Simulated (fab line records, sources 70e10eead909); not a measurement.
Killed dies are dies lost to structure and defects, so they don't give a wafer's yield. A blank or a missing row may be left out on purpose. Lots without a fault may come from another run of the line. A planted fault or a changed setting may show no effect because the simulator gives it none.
Chamber matching | flow nand_harc | NHARC_A_M0_DESCUM_14 on rie_diel-01: 4 sister chambers
The step chemistry O2, time 3 s. 4 wafers are shown with their chamber, then 10 later ones without.

WAFERS WITH THEIR CHAMBER
wafer  | chamber | showerhead_plenum_p_Torr (Torr)
L089.4 | 0       | 1.80
L089.5 | 1       | 1.82
L092.1 | 3       | 2.02
L092.3 | 2       | 2.04

WAFERS WITHOUT THEIR CHAMBER
wafer  | showerhead_plenum_p_Torr (Torr)
L092.4 | 1.79
L091.1 | 2.02
L091.2 | 1.79
L091.5 | 2.04
L093.1 | 1.79
L093.2 | 2.04
L093.6 | 1.82
L096.1 | 2.04
L096.4 | 2.02
L096.6 | 1.82

WHICH CHAMBER EACH WENT THROUGH
wafer  | from the rows above | in truth
L092.4 | 0                   | 0
L091.1 | 3                   | 3
L091.2 | 0                   | 0
L091.5 | 2                   | 2
L093.1 | 0                   | 0
L093.2 | 2                   | 2
L093.6 | 1                   | 1
L096.1 | 2                   | 2
L096.4 | 3                   | 3
L096.6 | 1                   | 1
Placed correctly: 10 of 10. Can't be placed from these rows: 0. Placed wrongly: 0.
How it was worked out, from the rows above alone: a wafer's distance from a chamber is the root of the sum, over the readings, of the square of ((its reading less the chamber's mean) divided by the reading's scatter). The wafer belongs to the nearest chamber; if the next one is less than 2 further off, it can't be placed. A chamber's mean is the mean of its shown wafers. The scatter: with one shown wafer a chamber, the root of the mean of the squares of how far each hidden wafer lies from its nearest shown one.
